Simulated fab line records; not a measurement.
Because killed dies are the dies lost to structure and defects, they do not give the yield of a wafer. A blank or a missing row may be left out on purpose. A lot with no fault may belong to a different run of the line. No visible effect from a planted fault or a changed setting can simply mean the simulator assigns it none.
Split-lot study    flow n5Finfet    21 wafers read across 7 lots, on a route 1938 steps long

## THE SPLIT ITSELF
At N5_PASSIVATION_EXPOSE_27 (exposes mask PAD, defocus 0 nm), the setting doseMj was moved away from the recipe's 32.3 on 7 of the 21 wafers read, by -5.1% to +7.2%. This setting was run at the recipe's value on the other wafers.

## FROM THE SPLIT TO THE READING: what the file shows between them, 3 steps
- N5_PASSIVATION_PEB_28
- N5_PASSIVATION_DEVELOP_29: develop time 60 s
- N5_PASSIVATION_HARDBAKE_31: time 120 s

## THE READING
cdNm at N5_PASSIVATION_CD_MEAS_30, given in nm (cd target 4000 nm). Typical for fault-free wafers on this fab line: 4001.1 nm, with standard deviation 1.9 nm.

wafer   tool, chamber at the split  doseMj as run  against the recipe  cdNm, nm  against lot-mates on the recipe
L075.1  krfScanner-02, 0            32.3           recipe              4003.9    -
L075.2  krfScanner-02, 0            32.3           recipe              4004.2    -
L075.3  krfScanner-02, 0            30.66          -5.1%               3995.5    -8.6
L076.3  krfScanner-02, 0            31.3           -3.1%               3998.8    -4.6
L076.4  krfScanner-02, 0            32.3           recipe              4004.4    -
L076.5  krfScanner-02, 0            32.3           recipe              4002.3    -
L087.1  krfScanner-01, 0            32.3           recipe              4000.6    -
L087.5  krfScanner-01, 0            33.43          +3.5%               4007.7    +6.3
L087.6  krfScanner-01, 0            32.3           recipe              4002.2    -
L090.2  krfScanner-01, 0            32.3           recipe              4002.8    -
L090.5  krfScanner-01, 0            33.44          +3.5%               4007.5    +5.8
L090.6  krfScanner-01, 0            32.3           recipe              4000.6    -
L092.2  krfScanner-01, 0            32.3           recipe              4000.9    -
L092.3  krfScanner-01, 0            32.3           recipe              4003.3    -
L092.6  krfScanner-01, 0            34.64          +7.2%               4016.0    +13.9
L093.1  krfScanner-02, 0            34             +5.3%               4009.1    +7.4
L093.2  krfScanner-02, 0            34             +5.3%               4008.5    +6.8
L093.6  krfScanner-02, 0            32.3           recipe              4001.7    -
L094.2  krfScanner-01, 0            32.3           recipe              3999.5    -
L094.4  krfScanner-01, 0            32.3           recipe              4000.8    -
L094.6  krfScanner-01, 0            32.3           recipe              4001.3    -

THE FIT
A straight line over all 21 wafers: cdNm changes by +1.5 nm for each +1% of doseMj; r = +0.94; the points scatter about the line by 1.5 nm.
The same after taking each lot's own level away (the mean of its wafers on the recipe; 21 wafers): +1.64 nm for each +1%; r = +0.98; scatter 1 nm.
The reading moves by 12 nm for the largest change in doseMj, on that fit.
From 4000.53 to 4004.05 nm: that is the span of the lots' own levels, equal to 1.9 times the standard deviation above.
So the lot-to-lot level changes the slope little: the two slopes agree.
Check: with one of the wafers moved furthest among these (+7.2%) left out of the fit, the line predicts +10.9 nm for it against its lot-mates. Against them it came out at +13.9 nm.

## OTHER SPLITS ON THESE WAFERS
Other splits were also applied to these wafers ahead of the reading. Each is held against what the fit with the lots' levels taken away leaves over:
other split on the same wafers  wafers away from the commonest value  r with cdNm (lot level and that fit taken away)
N5_BEOL_M13_COAT_04 spinRpm     7                                     -0.20
N5_BEOL_M14_DEP_53 timeS        6                                     -0.04
N5_BEOL_M15_ILD_DEP_00 timeS    4                                     -0.04
N5_MIM_BOT_SPUTTER_00 timeS     6                                     -0.17
N5_MIM_TOP_SPUTTER_03 powerW    4                                     +0.14
N5_MIM_BOT_ETCH_ETCH_04 timeS   8                                     +0.22

## FILE'S OWN FIT
cdNm changes by +1.7 nm for each +1% of doseMj, r = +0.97.
